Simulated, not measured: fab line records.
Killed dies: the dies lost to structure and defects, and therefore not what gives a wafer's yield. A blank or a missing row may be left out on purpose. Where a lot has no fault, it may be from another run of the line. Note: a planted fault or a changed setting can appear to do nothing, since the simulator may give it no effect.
fab line records + flow n5Finfet
[record]
- lots = 4
- wafers = 12
- lastDay = 16
route steps=1938 shown SDB@362 DUMMY_REMOVAL@377 BEOL_M4@1111 PASSIVATION@1936
lots that met no fault: from a run of the same line without faults
startH: start of the lot's first displayed wafer, in hours after the record's first day + waitH: hours since the lot's step before + " unchanged from the row above + L1.1+2: a row that stands for several wafers + - no value present, or no start provided + * or withheld: withheld + < > ~ a bound
route shown NAME@n: names a module that has steps shown in the file, with the first one's number in the route + usual: mean/standard deviation of fault-free wafers + same: alike in all rows + chamber/n: place in a boat + sites: readings site by site + _std_site: their standard deviation + _edge_site: the outer-site mean with the inner-site mean subtracted + radiusMm: how far each site lies from the wafer's centre + mask NAME#n: copy n + behind: tool/chamber where the wafer was last shaped + hold: why the lot went on hold/how many hours it stayed there/how the hold came to an end + device: whichever transistor did not switch (one of n, p or np) + end of line: the same wafers' tests at the end of the route + for a step that has no rows: nothing shown but its recipe + killed: dies that structure and defects cost at the first sort, which is not the same as the wafer's yield + map: a wafer's dies, marking killed ones x, the rest . and places with no die _
set.NAME: the setting that was run; set.NAME@STEP: the one run at that earlier step + model.NAME: the simulator's own value behind a step, which no gauge read
a table for each step, a row for each wafer; lots at some steps of the route
services: when a tool's chamber went out of use (startH, in hours from the record's first day, below 0 if earlier), for how many hours, and the reason
[[steps]]
[step N5_SDB_STRIP_19]
[recipe]
- chemistry = N2/H2
- tempC = 40
- n2FlowSccm = 200
- h2FlowSccm = 200
- rfFrequencyHz = 6e+07
[step N5_SDB_STRIP_21]
[recipe]
- chemistry = CF4
- resist = SiARC
- powerW = 300
- biasPowerW = 75
- pressureMtorr = 50
- cf4FlowSccm = 150
- rfFrequencyHz = 6e+07
[step N5_SDB_HM_OPEN_20]
[recipe]
- chemistry = CH3F/O2
- target = SiNx
- maskMaterial = SOC
- targetDepthA = 240
- stopOn = poly-Si
- overEtchFrac = 0.4
- ionEnergyEv = 120
- pressureMtorr = 30
- sourceW = 395
- biasW = 73
- Ar_flow_sccm = 150
- CH3F_flow_sccm = 30
- O2_flow_sccm = 20
[step N5_SDB_STRIP_22]
[recipe]
- chemistry = N2/H2
- powerW = 1000
- tempC = 250
- h2Frac = 0.65
- overashFraction = 0.3
- pressureMtorr = withheld
- n2FlowSccm = 1750
- h2FlowSccm = 3250
[step N5_SDB_PRECLEAN_23]
[recipe]
- chemistry = dHF
- timeS = 30
- tempC = 25
- dilution = withheld
[step N5_SDB_DUMMY_REMOVE_24]
[recipe]
- chemistry = TMAH
- tempC = 70
- target = poly-Si
- stopOn = SiO2
- targetDepthNm = 142
- concWtPct = 5
- timeS = 57
- dry = ipaMarangoni
- rinseTimeS = 30
- rinseTempC = 23
[step N5_SDB_ETCH_25]
[recipe]
- chemistry = C4F6/O2
- target = SiO2
- targetDepthA = 100
- timeS = 3.3
- ionEnergyEv = 250
- maskMaterial = SiNx
- pressureMtorr = 30
- sourceW = 345
- biasW = 185
- Ar_flow_sccm = 300
- C4F6_flow_sccm = 10
- O2_flow_sccm = 10
[step N5_SDB_CUT_ETCH_26]
[recipe]
- chemistry = HBr/Cl2/O2
- target = Si
- targetDepthA = 1296
- btTimeS = 20
- maskMaterial = SiNx
- timeS = 51.8
- ionEnergyEv = *
- biasW = *
- pressureMtorr = 10
- icpW = 800
- HBr_flow_sccm = 150
- Cl2_flow_sccm = 80
- O2_flow_sccm = 12
[step N5_SDB_PRECLEAN_38]
[recipe]
- chemistry = dHF
- timeS = 10
- dilution = 750:1
- tempC = 25
[step N5_SDB_PRECLEAN_39]
[recipe]
- chemistry = O3/DIW
- timeS = 45
- tempC = 22
- o3Ppm = 10
[step N5_SDB_SRD_28]
[recipe]
- dry = ipaMarangoni
- timeS = 30
- tempC = 23
- rinseLiquid = diw
[step N5_SDB_ALD_29]
[recipe]
- material = SiNx
- targetThkA = 300
- tempC = 400
- aldPrecursorFamily = SiH2I2
- aldCoReactant = N2/H2-plasma
- pulseTimeS = 1
- aldCycles = 600
- purgeTimeS = 2
- coReactantPurgeTimeS = 2
- pressureTorr = 2
[step N5_SDB_CMP_30]
[recipe]
- stopOn = poly-Si
- tOverpolishS = 1.54
- postCmpClean = alkalineBrush
- downForcePsi = 4.1491
- platenRpm = 51.796
- padVelocityMS = 1.0306
- targetThkNm = 30
[usual]
- motorCurrentA = 12.5/1.5
- overpolishRunS = 1.540/0.0088
- timeToEndpointS = 17/3
[same]
- tOverpolishS = 1.54
| lot.wafer | tool   | chamber | startH | waitH | motorCurrentA | overpolishRunS | timeToEndpointS |
|-----------|--------|---------|--------|-------|---------------|----------------|-----------------|
| L155.1    | cmp-01 | 1       | 106.04 | 1.4   | 10.4          | 1.533          | 17              |
| L155.6    | "      | 0       | "      | "     | 11.8          | 1.540          | 20              |
| L155.5    | "      | 1       | "      | "     | 10.9          | 1.538          | 17              |
| L161.1    | cmp-01 | 0       | 142.93 | 1.4   | 12.5          | 1.543          | 17              |
| L161.3    | "      | 2       | "      | "     | 14.9          | 1.535          | 17              |
| L161.5    | "      | 0       | "      | "     | 12.7          | 1.539          | 17              |
| L162.2    | cmp-01 | 2       | 147.62 | 1.5   | 14.9          | 1.542          | 17              |
| L162.4    | "      | 3       | "      | "     | 14.5          | 1.517          | 20              |
| L162.6    | "      | 1       | "      | "     | 10.9          | 1.535          | 18              |
| L167.4    | cmp-04 | 1       | 180.71 | 1.4   | 12.3          | 1.528          | 17              |
| L167.3    | "      | 2       | "      | "     | 11.9          | 1.549          | 14              |
| L167.6    | "      | 1       | "      | "     | 13.4          | 1.537          | 18              |
[step N5_SDB_INSPECT_36]
[recipe]
- inspectInstrument = darkfield
- mode = postCmp
[usual]
- rawDefectCount = 36/17
| lot.wafer | tool             | chamber | startH | waitH | rawDefectCount |
|-----------|------------------|---------|--------|-------|----------------|
| L155.1    | defectInspect-01 | -       | 106.32 | 0.0   | 10             |
| L155.5    | "                | -       | "      | "     | 25             |
| L155.6    | "                | -       | "      | "     | 23             |
| L161.1    | defectInspect-01 | -       | 143.21 | 0.0   | 625            |
| L161.3    | "                | -       | "      | "     | 625            |
| L161.5    | "                | -       | "      | "     | 657            |
| L162.2    | defectInspect-01 | -       | 147.86 | 0.0   | 590            |
| L162.4    | "                | -       | "      | "     | 560            |
| L162.6    | "                | -       | "      | "     | 602            |
| L167.3    | defectInspect-01 | -       | 181.00 | 0.0   | 47             |
| L167.4    | "                | -       | "      | "     | 27             |
| L167.6    | "                | -       | "      | "     | 24             |
[step N5_DUMMY_REMOVAL_HM_STRIP_01]
[recipe]
- chemistry = CH3F/O2
- material = SiNx
- targetDepthA = 40
- stopOn = poly-Si
- timeS = 6.8
- overEtchFrac = 0.3
- ionEnergyEv = 60
- powerW = 410
- biasW = 29
- Ar_flow_sccm = 150
- CH3F_flow_sccm = 30
- O2_flow_sccm = 20
[step N5_DUMMY_REMOVAL_STRIP_10]
[recipe]
- chemistry = N2/H2
- timeS = 40
- powerW = 100
- tempC = 40
- pressureMtorr = 100
- rfFrequencyHz = 6e+07
- biasPowerW = 3
- n2FlowSccm = 300
- h2FlowSccm = 300
[step N5_DUMMY_REMOVAL_PRECLEAN_07]
[recipe]
- chemistry = dHF
- timeS = 30
- tempC = 25
- dilution = withheld
[step N5_DUMMY_REMOVAL_DUMMY_REMOVE_02]
[recipe]
- chemistry = TMAH
- tempC = 70
- target = poly-Si
- stopOn = SiO2
- targetDepthNm = 142
- concWtPct = 5
- timeS = 57
- dry = ipaMarangoni
- rinseTimeS = 30
- rinseTempC = 23
[step N5_DUMMY_REMOVAL_INSPECT_06]
[recipe]
- inspectInstrument = brightfield
- mode = aei
[usual]
- rawDefectCount = 12/5.5
| lot.wafer | tool             | chamber | startH | waitH | rawDefectCount |
|-----------|------------------|---------|--------|-------|----------------|
| L155.1    | defectInspect-01 | -       | 106.60 | 0.0   | 10             |
| L155.5    | "                | -       | "      | "     | 13             |
| L155.6    | "                | -       | "      | "     | 11             |
| L161.1    | defectInspect-01 | -       | 143.59 | 0.0   | 568            |
| L161.3    | "                | -       | "      | "     | 576            |
| L161.5    | "                | -       | "      | "     | 610            |
| L162.2    | defectInspect-01 | -       | 148.14 | 0.0   | 588            |
| L162.4    | "                | -       | "      | "     | 554            |
| L162.6    | "                | -       | "      | "     | 574            |
| L167.3    | defectInspect-02 | -       | 181.23 | 0.0   | 12             |
| L167.4    | "                | -       | "      | "     | 14             |
| L167.6    | "                | -       | "      | "     | 5              |
[step N5_DUMMY_REMOVAL_PRECLEAN_08]
[recipe]
- chemistry = NF3:NH3
- afsCycles = 2
- tempC = 30
- timeS = 20
- sublimationTempC = 180
- sublimationTimeS = 60
- pressureTorr = 3
- rfPowerW = 30
[step N5_BEOL_M4_RC_MEAS_101]
[usual]
- DIBL_N = 36.3/1.7
- DIBL_P = 36.5/1.8
- IOFF_N = 0.16/0.033
- IOFF_P = 0.21/0.037
- ION_N = 675/11
- ION_P = 462/7.9
- SS_N = 71.6/0.64
- SS_P = 73.3/0.68
- VT_N = 249/3.3
- VT_P = -250/3.3
| lot.wafer | tool      | chamber | startH | waitH | DIBL_N[mV/V] | DIBL_P[mV/V] | IOFF_N[nA/um] | IOFF_P[nA/um] | ION_N[uA/um] | ION_P[uA/um] | SS_N[mV/dec] | SS_P[mV/dec] | VT_N[mV] | VT_P[mV] |
|-----------|-----------|---------|--------|-------|--------------|--------------|---------------|---------------|--------------|--------------|--------------|--------------|----------|----------|
| L155.1    | prober-01 | 0       | 202.13 | 0.0   | 36.6         | 38.1         | 0.19          | 0.25          | 701          | 478          | 72.2         | 74.2         | 244      | -247     |
| L155.5    | "         | 0       | "      | "     | 38.7         | 40.4         | 0.23          | 0.30          | 704          | 477          | 71.8         | 73.9         | 241      | -246     |
| L155.6    | "         | 0       | "      | "     | 35.0         | 35.7         | 0.15          | 0.20          | 672          | 461          | 71.6         | 73.2         | 248      | -252     |
| L161.1    | prober-02 | 0       | 231.02 | 0.0   | 36.1         | 36.2         | 0.17          | 0.22          | 676          | 463          | 72.2         | 73.2         | 249      | -250     |
| L161.3    | "         | 0       | "      | "     | 39.4         | 40.8         | 0.24          | 0.31          | 686          | 470          | 71.8         | 74.3         | 243      | -246     |
| L161.5    | "         | 0       | "      | "     | 37.9         | 38.3         | 0.20          | 0.25          | 680          | 463          | 72.3         | 74.7         | 245      | -250     |
| L162.2    | prober-02 | 0       | 251.13 | 0.2   | 36.7         | 36.9         | 0.17          | 0.20          | 680          | 464          | 71.4         | 73.0         | 250      | -250     |
| L162.4    | "         | 0       | "      | "     | 39.5         | 39.9         | 0.22          | 0.26          | 672          | 463          | 73.9         | 74.1         | 250      | -247     |
| L162.6    | "         | 0       | "      | "     | 37.2         | 36.5         | 0.16          | 0.20          | 670          | 456          | 71.7         | 73.1         | 251      | -250     |
| L167.3    | prober-02 | 0       | 270.60 | 0.3   | 35.3         | 37.0         | 0.18          | 0.20          | 682          | 466          | 71.7         | 73.1         | 244      | -251     |
| L167.4    | "         | 0       | "      | "     | 37.3         | 39.7         | 0.21          | 0.24          | 679          | 456          | 71.7         | 73.4         | 247      | -249     |
| L167.6    | "         | 0       | "      | "     | 36.0         | 37.4         | 0.18          | 0.21          | 665          | 454          | 71.7         | 74.5         | 246      | -249     |
[step N5_PASSIVATION_PROBE_49]
[usual]
- defectLimitedYield = 91.3/1.5
- killed_at_M0_to_M3 = 34/9.4
- killed_at_M4_up = 13/5.3
- killedAtContacts = 13/5.7
- killedAtFrontEnd = 40/10
- killedAtOther = 3.7/2.8
- killedDies = 103/17
- killedOnRim = 13/4.2
- killedOpen = 67/13
- killedShort = 35/8.5
- sort_bin_5_function = 5.0/0.98
- sort_bin_6_memory = 3.3/0.7
- sortNPass = 1077/17
- sortYieldPct = 91.3/1.5
[same]
- grossDies = 1180
- killedAtBackSide = 0
- sort_bin_4_leakage[%] = 0
- sort_bin_8_speed[%] = 0
| lot.wafer | tool      | chamber | startH | waitH | defectLimitedYield[%] | killed_at_M0_to_M3 | killed_at_M4_up | killedAtContacts | killedAtFrontEnd | killedAtOther | killedDies | killedOnRim | killedOpen | killedShort | sort_bin_5_function[%] | sort_bin_6_memory[%] | sortNPass | sortYieldPct[%] |
|-----------|-----------|---------|--------|-------|-----------------------|--------------------|-----------------|------------------|------------------|---------------|------------|-------------|------------|-------------|------------------------|----------------------|-----------|-----------------|
| L161.1    | prober-01 | -       | 332.57 | 0.0   | 58.4                  | 16                 | 17              | 12               | 445              | 1             | 491        | 69          | 44         | 24          | 26.6                   | 13.4                 | 689       | 58.4            |
| L161.3    | prober-01 | -       | 332.67 | 0.1   | 59.0                  | 22                 | 8               | 13               | 440              | 1             | 484        | 53          | 32         | 33          | 26.4                   | 13.1                 | 696       | 59.0            |
| L161.5    | prober-01 | -       | 332.77 | 0.2   | 55.3                  | 36                 | 15              | 15               | 461              | 1             | 528        | 69          | 62         | 36          | 27.0                   | 14.5                 | 652       | 55.3            |
| L162.2    | prober-01 | -       | 355.57 | 0.1   | 57.5                  | 15                 | 12              | 8                | 462              | 4             | 501        | 60          | 49         | 28          | 24.8                   | 14.4                 | 679       | 57.5            |
| L162.4    | prober-01 | -       | 355.67 | 0.2   | 57.9                  | 31                 | 8               | 5                | 451              | 2             | 497        | 76          | 58         | 26          | 26.8                   | 13.2                 | 683       | 57.9            |
| L162.6    | prober-01 | -       | 355.77 | 0.3   | 56.9                  | 21                 | 7               | 6                | 473              | 2             | 509        | 65          | 61         | 23          | 26.7                   | 13.1                 | 671       | 56.9            |
// killed by level:class
L161.1 SDB:unspecified=421 MOL_CONTACT_COAG:geometricParticle:open=8 STI_FIN_REVEAL:geometricParticle:open=5 GATE_CUT:geometricParticle:open=5 GATE_CUT:geometricParticle:short=5 BEOL_M4:geometricParticle:open=5 MOL_CONTACT_COAG:geometricParticle:short=4 BEOL_M3:geometricParticle:open=3
L161.3 SDB:unspecified=416 MOL_CONTACT_COAG:geometricParticle:short=8 FIN_SAQP:geometricParticle:short=6 BEOL_M2:geometricParticle:short=6 GATE_CUT:geometricParticle:short=5 MOL_CONTACT_COAG:geometricParticle:open=5 BEOL_M2:geometricParticle:open=5 STI_FIN_REVEAL:geometricParticle:open=3
L161.5 SDB:unspecified=430 BEOL_M3:geometricParticle:open=16 MOL_CONTACT_COAG:geometricParticle:open=9 FIN_SAQP:geometricParticle:short=7 GATE_CUT:geometricParticle:short=6 MOL_CONTACT_COAG:geometricParticle:short=6 BEOL_M0:geometricParticle:open=6 BEOL_M1:geometricParticle:open=5
L162.2 SDB:unspecified=419 FIN_SAQP:geometricParticle:open=8 MOL_CONTACT_COAG:geometricParticle:open=8 FIN_SAQP:geometricParticle:short=7 ILD0:geometricParticle:open=6 ILD0:geometricParticle:short=6 BEOL_M4:geometricParticle:open=6 BEOL_M3:geometricParticle:open=5
L162.4 SDB:unspecified=412 FIN_SAQP:geometricParticle:open=12 BEOL_M0_SAQP:geometricParticle:open=6 BEOL_M3:geometricParticle:open=6 GATE_CUT:geometricParticle:open=5 BEOL_M0_SAQP:geometricParticle:short=5 BEOL_M2:geometricParticle:open=5 BEOL_M1:geometricParticle:open=4
L162.6 SDB:unspecified=425 FIN_SAQP:geometricParticle:open=15 STI_FIN_REVEAL:geometricParticle:open=12 BEOL_M4:geometricParticle:open=6 GATE_CUT:geometricParticle:open=5 BEOL_M3:geometricParticle:open=5 STI_FIN_REVEAL:geometricParticle:short=4 MOL_CONTACT_COAG:geometricParticle:open=4
// map L161.5 (x killed, . not)
_________________xx.xxx..x.xx________________
______________..x......x.....xx._____________
___________....xx.x..xxx..x......xx__________
__________......xxx.xxx.x..xxxx....._________
________.x.xx.x.......xx.....xxxxxxxx._______
_______xx..x.x...x...xx....x..x.xx..xx.______
______.xxx....x..xx.x..xxx.x....xxx.xx.._____
_____.xxxx..xx...x..x..xx..xxxxxx.xx.xxx.____
____x.x.xx.x..xx.x..xxxx..x..x..x....xx..x___
___..x.x..x.x..xxx.....xx......xx..x.x.x..x__
___x..x..x.xx..xxx.x..x.....x.......x..xxx.__
__.x.xxx............xx.x.xxx.x..x........x.._
__x..xxx.xxx...x.x..x.x.x.xxxx.x.xx.xx..x..._
_.....x.xx..x.x.xxx.xx.xx.....xx.xxx.xx......
_...xxxx..x.x.x.xxxx.xx.xxxxxx..x...x..x.x..x
_x.xx....x..x.x..xx......xxxx.xxxx..x.....xx.
_xx..x...xxxx.x...x.xx.x.xxx.x.xxx..x...x.x.x
_x.x.x.x.x.xx.....xxxx.x.......x.xx..x...xx.x
_x.......xxxxxxxxxx.x...xxx.x.x.x.x..xxxxxxxx
_xx..x.........xx.x..xx.x...x.x.xx..x..xx..x.
_.xx....x.x.x...x..xxxx.......xxxx.x.xxx.....
__x...x..xx.x....x.....x.x...xx..x..x..x...._
__..x.xx...x..x.......x..x.x.x.x...xx..xxxx._
___xx.xx...x...xx...xxx....xx...x.x........__
___....x..xxxx...x.xx.xx..xx...xxxxx.x...xx__
____xx.....xxx.x.x..xx..xxx.....xx....xx..___
_____....x.xxxxx..xx.........xxxxx.x.x.xx____
______..x.x..xx.x.xxx..xx.xx.xx..x.....x_____
_______..x....x.xxx.x...xxx..xx..xxx..x______
________x.xxxx....xxxx..xx.x..x.x....._______
__________..xxxx.xxx....xx...x....x._________
___________..x.xxxxxx.x.x..xx...xx.__________
______________xx.xxx.x.....xxxxx_____________
_________________xxx.xxx...x.________________
// map L162.6 (x killed, . not)
_________________x.xx.x....x.________________
______________....xx.x...xxx.xxx_____________
___________..xxxx..xx.x.x..........__________
__________xx.x.x.x.xxx.xx...xx..x.x._________
________..xxxxxxx...xxx...x.x..xx.x.xx_______
_______.x...x.x.....x..xxx.xx.x..x.....______
______.x...x..x..x...xx..x.x.x...xxx.xx._____
_____.xx..x.xxx...x.x.xxx.x.x..x.x.......____
____x..x.x..xxx..x.x...xxxx.xxx.x...x.....___
___x.x..x.x.x.x..xxx.x...xx.x......xx.xxxx.__
___x.....xx.xx.x.x........x.x...x.xx.xxx.xx__
__xx....x.......x..xx.xxxxx..xx..x.x..xxx.x._
__xx..xx.xxx...x...xxxx..xx..x...xxx..x.x.x._
_x.x...xxx.x..xx..xx...xxx....x..x.xx.xx....x
_xx.x.x......xx...x....xxxxx.....x..x..x...xx
_x.....x.....x..x.....xxxx.x.x........xxx.x.x
_xx...x.x.x...x..xx..xxx....xx...xx.x.xxx.xx.
_.x.xxx.x...x.x..x........x..x.xxxx..x..x.xx.
_..x...xx.xxxx..xx...x.x.x...xx..x..x.x..xxxx
_.x....xx.xx.xx.x..xxxxxxx..x....x.x.xxxxx...
_.xxxxxx.xx..xx..x...xx..xxxx.xx.x.xxxx.....x
__..x..xxxx.xxx....x.x...x........x..x...x.._
__xx..x....x.x....xxxx.....xxxx.....x...x..._
___..xx..x..x.x.x.xx.x..x....xxx.x.xxxxxx..__
___.x.x......x.x..x.x...xxx.........x.x.x..__
____.x...xx....x..x.x....x.xxx.x..xx..x...___
_____...x.x....x.x...x.x.......x..xxxx...____
______.x.xx....x.x..xx.x.....xxx.x..x.xx_____
_______xx.....xxx.x.x.x...xx.xxx...xx..______
________..xxx..xx....x......xx.xx.xxxx_______
__________x...x.x.x.xxx....x.x......_________
___________....x.x.x...xxx...x..xx.__________
______________xxx.x..x...xxx..xx_____________
_________________x.x....x..xx________________
[[services]]
| tool   | chamber | startH | hours | kind   |
|--------|---------|--------|-------|--------|
| cmp-01 | -       | 121.79 | 5.5   | pm     |
| cmp-04 | -       | 131.04 | 0.9   | repair |
[[key]]
[firstSign]
- step = N5_SDB_INSPECT_36
- reading = rawDefectCount
- direction = up
- sigmas = 34
- usual = 36
- struck = 610
[effect]
- step = N5_DUMMY_REMOVAL_INSPECT_06
- reading = rawDefectCount
- direction = up
- sigmas = 99+
- usual = 12
- struck = 578
[effect]
- step = N5_PASSIVATION_PROBE_49
- reading = killedAtFrontEnd
- direction = up
- sigmas = 40
- usual = 40
- struck = 455
[moreKillsBornAt]
- N5_SDB_CMP_30@cmp-01 = 2523
metAt N5_SDB_CMP_30
struckWafers L161.1,L161.3,L161.5,L162.2,L162.4,L162.6
onsetBetween 106.04 142.93
[fault]
- kind = chamberParticleSource
- tool = cmp-01
- chamber = -
- onsetH = 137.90
- steps = N5_SDB_CMP_30
- ratePerVisitCm2 = 0.87158
- endH = 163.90
